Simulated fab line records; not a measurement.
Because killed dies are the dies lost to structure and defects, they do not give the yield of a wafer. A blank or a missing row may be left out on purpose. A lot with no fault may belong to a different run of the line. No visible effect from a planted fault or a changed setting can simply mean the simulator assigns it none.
fab line records | flow n5-finfet
record: lots: 7 wafers: 39
route steps=1938 shown FIN_SAQP@96 DUMMY_GATE@243 SD_EPI_N@293
start-h: the number of hours between the record's first day and the start of the first shown wafer of the lot | wait-h: time in hours since the lot's previous step | " unchanged from the row above | L1.1+2: a single row standing in for several wafers | - value missing, or start not given | * or withheld: withheld | < > ~ a bound
route shown NAME@n: a module of which the file shows steps, and the number in the route of the first | usual: mean and standard deviation over wafers with no fault | same: alike in all rows | chamber/n: place in a boat | sites: each site's reading | _std_site: the values' standard deviation | _edge_site: outer sites' mean less inner sites' | radius-mm: for every site, how far away it sits from the centre of the wafer | mask NAME#n: copy n | behind: the tool/chamber that last shaped the wafer | hold: what put the lot on hold/how long, in hours/how the hold closed | device: the transistor (n, p or np) that didn't switch | end of line: the same wafers' tests at the end of the route | a step with no rows: only its recipe | killed: dies that structure and defects cost at the first sort, which is not the same as the wafer's yield | map: a wafer's dies, x killed, . not, _ none there
set.NAME: the setting the step ran with; set.NAME@STEP: the setting that earlier step ran with | model.NAME: the simulator's own value behind a step, which no gauge read
lots run with intentionally changed settings; tables by step, rows by wafer
== steps ==
step: N5_FIN_SAQP_HM_DEP_03
recipe: material: SiNx target-thk-a: 380 temp-c: 400 precursor: SiH4/NH3/N2 pressure-torr: 1.5 rf-w: 300 time-s: 33.6
columns lot.wafer tool chamber start-h wait-h set.time-s model.SiNx_of_FIN_SAQP_HM_DEP_03.thk-nm
L077.1 pecvd-04 0 38.52 0.2 33.6 37.54
L077.2 " 1 " " 33.6 37.23
L077.3 " 0 " " 31.07 35.24
L077.4 " 1 " " 31.07 35.08
L077.5 " 1 " " 33.6 37.44
L077.6 " 0 " " 31.07 35.22
L078.1 pecvd-04 1 44.86 0.2 35.79 39.52
L078.2 " 0 " " 35.79 40.01
L078.3 " 1 " " 33.6 37.77
L078.4 " 0 " " 33.6 38.04
L078.5 " 0 " " 33.6 37.99
L078.6 " 1 " " 35.79 39.78
L083.1 pecvd-04 0 76.79 0.2 30.56 33.83
L083.2 " 1 " " 33.6 37.44
L083.3 " 2 " " 30.56 34.27
L083.4 " 1 " " 33.6 37.58
L083.5 " 0 " " 30.56 35
L083.6 " 2 " " 33.6 38.01
L084.1 pecvd-01 1 80.84 0.2 33.6 37.52
L084.2 " 0 " " 33.6 38.06
L084.3 " 2 " " 33.6 38.6
L084.4 " 0 " " 33.6 38.29
L084.5 " 2 " " 33.6 38.86
L084.6 " 1 " " 33.6 37.87
L091.1 pecvd-04 0 122.87 0.2 35.27 39.58
L091.2 " 1 " " 33.6 37
L091.3 " 2 " " 33.6 37.83
L091.4 " 2 " " 35.27 39.98
L091.5 " 0 " " 35.27 39.83
L091.6 " 1 " " 33.6 37.51
L093.1 pecvd-02 1 134.98 0.2 30.31 33.94
L093.2 " 0 " " 30.31 34.86
L093.3 " 2 " " 33.6 37.87
L093.4 " 1 " " 30.31 34.58
L093.5 " 2 " " 33.6 38.88
L093.6 " 0 " " 33.6 39.33
L095.1 pecvd-01 0 146.37 0.2 33.6 37.76
L095.3 " 1 " " 33.6 37.63
L095.4 " 2 " " 33.6 38.37
step: N5_FIN_SAQP_THK_MEAS_05
usual: thk-nm: 38.1/0.52
columns lot.wafer tool chamber start-h wait-h set.time-s@FIN_SAQP_HM_DEP_03 thk-nm
L077.1 film-metro-01 - 38.63 0.1 33.6 37.5
L077.2 " - " " 33.6 37.2
L077.3 " - " " 31.07 35.3
L077.4 " - " " 31.07 35.1
L077.5 " - " " 33.6 37.5
L077.6 " - " " 31.07 35.2
L078.1 film-metro-01 - 44.98 0.1 35.79 39.5
L078.2 " - " " 35.79 40.1
L078.3 " - " " 33.6 37.8
L078.4 " - " " 33.6 38.0
L078.5 " - " " 33.6 38.0
L078.6 " - " " 35.79 39.8
L083.1 film-metro-01 - 76.87 0.1 30.56 33.8
L083.2 " - " " 33.6 37.4
L083.3 " - " " 30.56 34.3
L083.4 " - " " 33.6 37.6
L083.5 " - " " 30.56 35.0
L083.6 " - " " 33.6 38.0
L084.1 film-metro-01 - 80.93 0.1 33.6 37.5
L084.2 " - " " 33.6 38.1
L084.3 " - " " 33.6 38.5
L084.4 " - " " 33.6 38.3
L084.5 " - " " 33.6 38.9
L084.6 " - " " 33.6 37.9
L091.1 film-metro-02 - 122.96 0.1 35.27 39.5
L091.2 " - " " 33.6 37.0
L091.3 " - " " 33.6 37.8
L091.4 " - " " 35.27 39.9
L091.5 " - " " 35.27 39.8
L091.6 " - " " 33.6 37.5
L093.1 film-metro-01 - 135.07 0.1 30.31 34.0
L093.2 " - " " 30.31 34.9
L093.3 " - " " 33.6 37.9
L093.4 " - " " 30.31 34.6
L093.5 " - " " 33.6 38.9
L093.6 " - " " 33.6 39.3
L095.1 film-metro-02 - 146.45 0.1 33.6 37.8
L095.3 " - " " 33.6 37.6
L095.4 " - " " 33.6 38.4
step: N5_FIN_SAQP_EXPOSE_13
recipe: mask-id: FIN_CORE na: 1.35 source-shape: dipole sigma-inner: 0.538 sigma-outer: 0.738 polarization: te target-cd-nm: 35.6 dose-mj: 63.25
columns lot.wafer tool chamber start-h wait-h mask set.dose-mj
L077.1+3+5 arfi-scanner-01 0 39.07 - FIN_CORE#0 63.25
L077.2+4+6 " 0 " " FIN_CORE#0 66.61
L078.1+2+5 arfi-scanner-01 0 45.44 - FIN_CORE#0 63.25
L078.3+4+6 " 0 " " FIN_CORE#0 59.78
L083.1+4+6 arfi-scanner-02 0 77.31 - FIN_CORE#0 63.25
L083.2+3+5 " 0 " " FIN_CORE#0 60.51
L084.1+2+6 arfi-scanner-02 0 81.37 - FIN_CORE#0 63.25
L084.3+4+5 " 0 " " FIN_CORE#0 61.96
L091.1+3+6 arfi-scanner-02 0 123.52 - FIN_CORE#0 63.25
L091.2+4+5 " 0 " " FIN_CORE#0 59.24
L093.1+3+5 arfi-scanner-02 0 135.63 - FIN_CORE#0 67.31
L093.2+4+6 " 0 " " FIN_CORE#0 63.25
L095.1+3+4 arfi-scanner-02 0 147.02 - FIN_CORE#0 63.25
step: N5_FIN_SAQP_PEB_14
recipe: peb-temp-c: withheld peb-time-s: 60 resist: CAR-ArF
step: N5_FIN_SAQP_DEVELOP_15
recipe: develop-time-s: 30 developer: TMAH resist: CAR-ArF dev-temp-c: 23 rinse-liquid: diw dry: air-spin
step: N5_FIN_SAQP_CD_MEAS_16
recipe: target-cd-nm: 35.6 landing-energy-ev: 500 detector: se-inlens
usual: cd-nm: 35.54/0.3
columns lot.wafer tool chamber start-h wait-h set.dose-mj@FIN_SAQP_EXPOSE_13 cd-nm
L077.1 cd-sem-02 0 39.20 - 63.25 35.43
L077.2 " 0 " " 66.61 33.88
L077.3 " 0 " " 63.25 36.15
L077.4 " 0 " " 66.61 34.33
L077.5 " 0 " " 63.25 35.55
L077.6 " 0 " " 66.61 34.37
L078.1 cd-sem-02 0 45.57 - 63.25 35.51
L078.2 " 0 " " 63.25 35.02
L078.3 " 0 " " 59.78 37.12
L078.4 " 0 " " 59.78 36.77
L078.5 " 0 " " 63.25 35.46
L078.6 " 0 " " 59.78 36.88
L083.1 cd-sem-01 0 77.44 - 63.25 36.09
L083.2 " 0 " " 60.51 36.87
L083.3 " 0 " " 60.51 36.77
L083.4 " 0 " " 63.25 35.60
L083.5 " 0 " " 60.51 36.64
L083.6 " 0 " " 63.25 35.58
L084.1 cd-sem-03 0 81.50 - 63.25 35.67
L084.2 " 0 " " 63.25 36.08
L084.3 " 0 " " 61.96 36.33
L084.4 " 0 " " 61.96 35.99
L084.5 " 0 " " 61.96 36.24
L084.6 " 0 " " 63.25 36.01
L091.1 cd-sem-01 0 123.65 - 63.25 36.08
L091.2 " 0 " " 59.24 37.53
L091.3 " 0 " " 63.25 35.60
L091.4 " 0 " " 59.24 37.42
L091.5 " 0 " " 59.24 37.26
L091.6 " 0 " " 63.25 36.08
L093.1 cd-sem-02 0 135.76 - 67.31 33.63
L093.2 " 0 " " 63.25 35.58
L093.3 " 0 " " 67.31 33.48
L093.4 " 0 " " 63.25 35.61
L093.5 " 0 " " 67.31 33.94
L093.6 " 0 " " 63.25 35.02
L095.1 cd-sem-01 0 147.14 - 63.25 35.22
L095.3 " 0 " " 63.25 35.11
L095.4 " 0 " " 63.25 34.96
step: N5_FIN_SAQP_MANDREL_ETCH_22
recipe: target-depth-a: 600 chemistry: HBr/Cl2 target: a-Si stop-on: SiNx bt-time-s: 10 over-etch-frac: 0.5 time-s: 30 pressure-mtorr: 10 icp-w: 800 bias-w: 75 HBr_flow_sccm: 150 Cl2_flow_sccm: 80 ends: end-point
columns lot.wafer tool chamber start-h wait-h set.over-etch-frac
L077.1+2+6 rie-si-01 0,3,1 39.58 0.0 0.5
L077.3+4+5 " 2,1,2 " " 0.5377
L078.1+4+5 rie-si-05 2,0,2 45.95 0.0 0.5
L078.2+3+6 " 1,3,1 " " 0.5127
L083.1+2+3+4+5+6 rie-si-03 2,1,0,3,3,0 77.82 0.0 0.5
L084.1+3+6 rie-si-05 3,0,1 81.88 0.0 0.5
L084.2+4+5 " 1,2,2 " " 0.4787
L091.1+2+6 rie-si-05 3,0,2 124.04 0.0 0.5
L091.3+4+5 " 2,1,1 " " 0.4695
L093.1+3+4 rie-si-05 2,0,1 136.14 0.0 0.5358
L093.2+5+6 " 3,3,0 " " 0.5
L095.1+3+4 rie-si-05 0,1,3 148.04 0.0 0.5
step: N5_FIN_SAQP_STRIP_55
recipe: chemistry: N2/H2 power-w: 500 temp-c: 40 pressure-mtorr: 50 rf-frequency-hz: 6e+07 overash-fraction: 0.3 bias-power-w: 28 h2-frac: 0.5 n2-flow-sccm: 300 h2-flow-sccm: 300
step: N5_FIN_SAQP_STRIP_23
recipe: chemistry: SPM time-s: 750 temp-c: 130 h2so4-h2o2-vol-ratio: 4
step: N5_FIN_SAQP_SPACER2_ALD_28
recipe: material: SiO2 target-thk-a: 81 temp-c: 300 ald-precursor-family: BDEAS ald-co-reactant: O2-plasma pulse-time-s: 1 purge-time-s: 2 co-reactant-purge-time-s: 2 pressure-torr: 2
step: N5_FIN_SAQP_SPACER2_ETCHBACK_29
recipe: chemistry: CHF3/O2 mode: anisotropic-etchback target: SiO2 target-depth-a: 122 time-s: 6.1 pressure-mtorr: 30 source-w: 650 bias-w: 170 Ar_flow_sccm: 200 CHF3_flow_sccm: 50 O2_flow_sccm: 5 ion-energy-ev: 200
step: N5_FIN_SAQP_MANDREL2_REMOVE_60
recipe: chemistry: HBr/Cl2/O2 bt-time-s: 10 target: a-Si stop-on: SiNx endpoint: OES-SiCl over-etch-frac: 1 icp-w: 600 bias-w: 22 HBr_flow_sccm: 150 Cl2_flow_sccm: 80 O2_flow_sccm: 5 pressure-mtorr: 10
columns lot.wafer tool chamber start-h wait-h set.time-s@FIN_SAQP_HM_DEP_03 model.SiNx_of_FIN_SAQP_HM_DEP_03.thk-nm
L077.1+5 rie-si-01 1,3 43.45 0.1 33.6 36.8
L077.2 " 3 " " 33.6 36.6
L077.3+6 " 2,0 " " 31.07 34.6
L077.4 " 0 " " 31.07 34.4
L078.1 rie-si-05 2 49.27 0.1 35.79 38.6
L078.2 " 1 " " 35.79 39.4
L078.3 " 3 " " 33.6 37.2
L078.4+5 " 0,1 " " 33.6 37.4
L078.6 " 2 " " 35.79 39
L083.1 rie-si-03 2 81.36 0.1 30.56 33.2
L083.2 " 0 " " 33.6 36.6
L083.3 " 1 " " 30.56 33.6
L083.4 " 3 " " 33.6 37
L083.5 " 0 " " 30.56 34.4
L083.6 " 3 " " 33.6 37.2
L084.1 rie-si-05 0 85.99 0.1 33.6 36.8
L084.2 " 1 " " 33.6 37.4
L084.3 " 3 " " 33.6 38
L084.4 " 2 " " 33.6 37.6
L084.5 " 2 " " 33.6 38.2
L084.6 " 3 " " 33.6 37.2
L091.1 rie-si-03 3 127.44 0.1 35.27 38.8
L091.2 " 1 " " 33.6 36.4
L091.3 " 2 " " 33.6 37
L091.4+5 " 2,3 " " 35.27 39.2
L091.6 " 1 " " 33.6 36.8
L093.1 rie-si-05 1 139.57 0.1 30.31 33.4
L093.2 " 3 " " 30.31 34.2
L093.3 " 0 " " 33.6 37.2
L093.4 " 2 " " 30.31 33.8
L093.5 " 1 " " 33.6 38.2
L093.6 " 2 " " 33.6 38.6
L095.1+3 rie-si-05 1,3 151.46 0.1 33.6 37
L095.4 " 0 " " 33.6 37.6
step: N5_FIN_SAQP_HM_OPEN_33
recipe: chemistry: CH3F/O2 target: SiNx mask-material: SiO2 target-depth-a: 494 time-s: 70.6 pressure-mtorr: 30 source-w: 395 bias-w: 73 Ar_flow_sccm: 150 CH3F_flow_sccm: 30 O2_flow_sccm: 20 ion-energy-ev: 120 ends: cleared
usual: etch-rf-on-time-s: 69.4/1.7
columns lot.wafer tool chamber start-h wait-h set.time-s@FIN_SAQP_HM_DEP_03 etch-rf-on-time-s model.etch.depth-nm
L077.1 rie-diel-04 3 43.62 0.1 33.6 65.7 36.75
L077.2 " 2 " " 33.6 68.7 36.6
L077.3 " 0 " " 31.07 63.4 34.55
L077.4 " 1 " " 31.07 64.9 34.38
L077.5 " 1 " " 33.6 69.2 36.75
L077.6 " 0 " " 31.07 63.2 34.51
L078.1 rie-diel-06 1 49.43 0.0 35.79 73.6 38.69
L078.2 " 0 " " 35.79 72.2 39.38
L078.3 " 2 " " 33.6 69.7 37.14
L078.4 " 3 " " 33.6 69.2 37.41
L078.5 " 1 " " 33.6 70.7 37.37
L078.6 " 2 " " 35.79 72.5 38.95
L083.1 rie-diel-01 1 81.52 0.0 30.56 63.5 33.2
L083.2 " 2 " " 33.6 70.7 36.7
L083.3 " 3 " " 30.56 60.7 33.59
L083.4 " 2 " " 33.6 70.5 36.95
L083.5 " 1 " " 30.56 65.8 34.31
L083.6 " 3 " " 33.6 68.0 37.27
L084.1 rie-diel-04 2 86.15 0.0 33.6 69.4 36.83
L084.2 " 0 " " 33.6 67.8 37.32
L084.3 " 3 " " 33.6 68.2 37.98
L084.4 " 1 " " 33.6 70.8 37.54
L084.5 " 0 " " 33.6 69.4 38.23
L084.6 " 3 " " 33.6 66.7 37.19
L091.1 rie-diel-01 0 127.60 0.0 35.27 71.6 38.88
L091.2 " 3 " " 33.6 65.8 36.31
L091.3 " 1 " " 33.6 70.2 37.03
L091.4 " 2 " " 35.27 74.7 39.27
L091.5 " 1 " " 35.27 74.6 39.14
L091.6 " 0 " " 33.6 68.1 36.71
L093.1 rie-diel-01 3 139.73 0.0 30.31 59.8 33.31
L093.2 " 0 " " 30.31 62.8 34.24
L093.3 " 1 " " 33.6 70.5 37.24
L093.4 " 0 " " 30.31 62.1 33.75
L093.5 " 3 " " 33.6 69.3 38.25
L093.6 " 1 " " 33.6 72.8 38.5
L095.1 rie-diel-04 1 151.62 0.0 33.6 70.8 37.05
L095.3 " 2 " " 33.6 70.5 37
L095.4 " 0 " " 33.6 70.5 37.68
step: N5_FIN_SAQP_ETCH_34
recipe: chemistry: C4F6/O2 target: SiO2 target-depth-a: 450 time-s: 15 ion-energy-ev: 250 pressure-mtorr: 30 source-w: 345 bias-w: 185 Ar_flow_sccm: 300 C4F6_flow_sccm: 10 O2_flow_sccm: 10 ends: cleared
step: N5_FIN_SAQP_STRIP_77
recipe: chemistry: N2/H2 time-s: 90 power-w: 100 temp-c: 40 pressure-mtorr: 100 rf-frequency-hz: 6e+07 bias-power-w: 3 n2-flow-sccm: 300 h2-flow-sccm: 300
step: N5_FIN_SAQP_PRECLEAN_38
recipe: chemistry: O3/DIW time-s: 45 temp-c: 22 o3-ppm: 10
step: N5_FIN_SAQP_PRECLEAN_45
recipe: chemistry: dHF time-s: 10 dilution: 500:1 temp-c: 25
columns lot.wafer tool chamber start-h wait-h set.time-s@FIN_SAQP_HM_DEP_03 model.SiNx_of_FIN_SAQP_HM_DEP_03.thk-nm
L077.1 wet-bench-06 6 44.09 0.0 33.6 20.4
L077.2 " 2 " " 33.6 20
L077.3 " 1 " " 31.07 18.4
L077.4+6 " 7,0 " " 31.07 17.8
L077.5 " 3 " " 33.6 20.2
L078.1 wet-bench-04 1 49.89 0.0 35.79 21.8
L078.2 " 0 " " 35.79 22.4
L078.3 " 3 " " 33.6 20.8
L078.4+5 " 4,2 " " 33.6 20.6
L078.6 " 7 " " 35.79 22
L083.1 wet-bench-02 5 81.98 0.0 30.56 16.6
L083.2+6 " 1,0 " " 33.6 20.8
L083.3 " 2 " " 30.56 17
L083.4 " 3 " " 33.6 21
L083.5 " 4 " " 30.56 17.6
L084.1 wet-bench-04 0 86.61 0.0 33.6 20.2
L084.2+6 " 1,2 " " 33.6 20.6
L084.3+5 " 5,3 " " 33.6 21.6
L084.4 " 4 " " 33.6 21
L091.1 wet-bench-04 2 128.06 0.0 35.27 22.2
L091.2+6 " 4,6 " " 33.6 20.4
L091.3 " 3 " " 33.6 20.6
L091.4 " 7 " " 35.27 22.6
L091.5 " 5 " " 35.27 23.2
L093.1 wet-bench-02 0 140.19 0.0 30.31 16.4
L093.2 " 3 " " 30.31 17.6
L093.3 " 1 " " 33.6 21
L093.4 " 2 " " 30.31 17.2
L093.5 " 4 " " 33.6 21.6
L093.6 " 7 " " 33.6 22
L095.1 wet-bench-04 0 152.08 0.0 33.6 20.4
L095.3 " 2 " " 33.6 20.6
L095.4 " 7 " " 33.6 21
step: N5_DUMMY_GATE_ETCH_31
recipe: chemistry: C4F6/O2 target: SiO2 mask-material: SOC target-depth-a: 825 time-s: 27.5 ion-energy-ev: 250 pressure-mtorr: 30 source-w: 345 bias-w: 185 Ar_flow_sccm: 300 C4F6_flow_sccm: 10 O2_flow_sccm: 10
columns lot.wafer tool chamber start-h wait-h set.target-depth-a model.etch.depth-nm
L077.1 rie-diel-02 1 66.18 0.0 825 80.68
L077.2 " 0 " " 857.2 86.87
L077.3 " 3 " " 857.2 84.62
L077.4 " 2 " " 857.2 85.13
L077.5 " 3 " " 825 82.05
L077.6 " 2 " " 825 82.13
L078.1 rie-diel-02 1 69.81 0.0 825 80.77
L078.2 " 3 " " 765.2 75.4
L078.3 " 0 " " 765.2 78.07
L078.4 " 1 " " 825 81.13
L078.5 " 0 " " 765.2 78.39
L078.6 " 3 " " 825 81.28
L083.1 rie-diel-05 2 102.98 0.0 825 81.19
L083.2 " 1 " " 825 83.08
L083.3 " 0 " " 825 83.3
L083.4 " 3 " " 825 80.06
L083.5 " 3 " " 825 80.08
L083.6 " 0 " " 825 83.83
L084.1 rie-diel-03 1 106.38 0.0 825 80.66
L084.2 " 0 " " 825 83.29
L084.3 " 2 " " 825 82.1
L084.4 " 3 " " 825 80.67
L084.5 " 0 " " 825 82.86
L084.6 " 3 " " 825 80.07
L091.1 rie-diel-05 0 147.63 0.0 858.1 87.2
L091.2 " 1 " " 858.1 86.61
L091.3 " 3 " " 858.1 84.05
L091.4 " 2 " " 825 81.66
L091.5 " 1 " " 825 83.85
L091.6 " 0 " " 825 84.18
L093.1 rie-diel-03 2 161.94 0.3 825 82.24
L093.2 " 1 " " 924.7 92
L093.3 " 3 " " 924.7 90.28
L093.4 " 0 " " 924.7 93.88
L093.5 " 2 " " 825 82.16
L093.6 " 1 " " 825 81.47
L095.1 rie-diel-05 1 171.81 0.0 825 82.81
L095.3 " 0 " " 825 82.86
L095.4 " 3 " " 825 78.87
step: N5_SD_EPI_N_LINER_46
recipe: material: SiNx target-thk-a: 30 temp-c: 400 ald-precursor-family: SiH2I2 ald-co-reactant: N2/H2-plasma pressure-torr: 2
columns lot.wafer tool chamber start-h wait-h set.target-thk-a model.SiNx_of_SD_EPI_N_LINER_46.thk-nm
L077.1+3+6 ald-sin-02 2,1,2 71.64 0.2 30 3
L077.2+4+5 " 0,3,1 " " 26.42 2.6
L078.1+2+3 ald-sin-04 0,1,2 76.09 0.5 30 3
L078.4+5+6 " 3,0,3 " " 32.87 3.4
L083.1+4+5 ald-sin-04 0,3,0 108.57 0.2 33.25 3.4
L083.2+3+6 " 2,1,3 " " 30 3
L084.1+2+5 ald-sin-02 3,1,3 112.82 0.8 30 3
L084.3+4+6 " 0,2,2 " " 25.45 2.6
L091.1+4+6 ald-sin-04 1,2,0 153.78 0.2 30 3
L091.2+3+5 " 3,0,3 " " 25.43 2.6
L093.1+2+3+4+5+6 ald-sin-01 3,1,2,0,3,0 168.49 0.2 30 3
L095.1+3+4 ald-sin-02 2,0,3 178.32 0.2 30 3
== key ==
split: step: N5_FIN_SAQP_HM_DEP_03 setting: time-s stated: 33.6 by: wafer
response: step: N5_FIN_SAQP_HM_DEP_03 reading: model.SiNx_of_FIN_SAQP_HM_DEP_03.thk-nm change: +0.371 per: 1% r: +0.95
response: step: N5_FIN_SAQP_THK_MEAS_05 reading: thk-nm change: * per: 1% r: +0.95
response: step: N5_FIN_SAQP_MANDREL2_REMOVE_60 reading: model.SiNx_of_FIN_SAQP_HM_DEP_03.thk-nm change: +0.362 per: 1% r: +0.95
response: step: N5_FIN_SAQP_HM_OPEN_33 reading: etch-rf-on-time-s change: * per: 1% r: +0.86
response: step: N5_FIN_SAQP_HM_OPEN_33 reading: model.etch.depth-nm change: +0.367 per: 1% r: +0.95
response: step: N5_FIN_SAQP_PRECLEAN_45 reading: model.SiNx_of_FIN_SAQP_HM_DEP_03.thk-nm change: +0.38 per: 1% r: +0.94
split: step: N5_FIN_SAQP_EXPOSE_13 setting: dose-mj stated: 63.25 by: wafer
response: step: N5_FIN_SAQP_CD_MEAS_16 reading: cd-nm change: -0.259 per: 1% r: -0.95
split: step: N5_FIN_SAQP_MANDREL_ETCH_22 setting: over-etch-frac stated: 0.5 by: wafer
response none clear
split: step: N5_DUMMY_GATE_ETCH_31 setting: target-depth-a stated: 825 by: wafer
response: step: N5_DUMMY_GATE_ETCH_31 reading: model.etch.depth-nm change: +0.764 per: 1% r: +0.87
split: step: N5_SD_EPI_N_LINER_46 setting: target-thk-a stated: 30 by: wafer
response: step: N5_SD_EPI_N_LINER_46 reading: model.SiNx_of_SD_EPI_N_LINER_46.thk-nm change: +0.0309 per: 1% r: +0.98
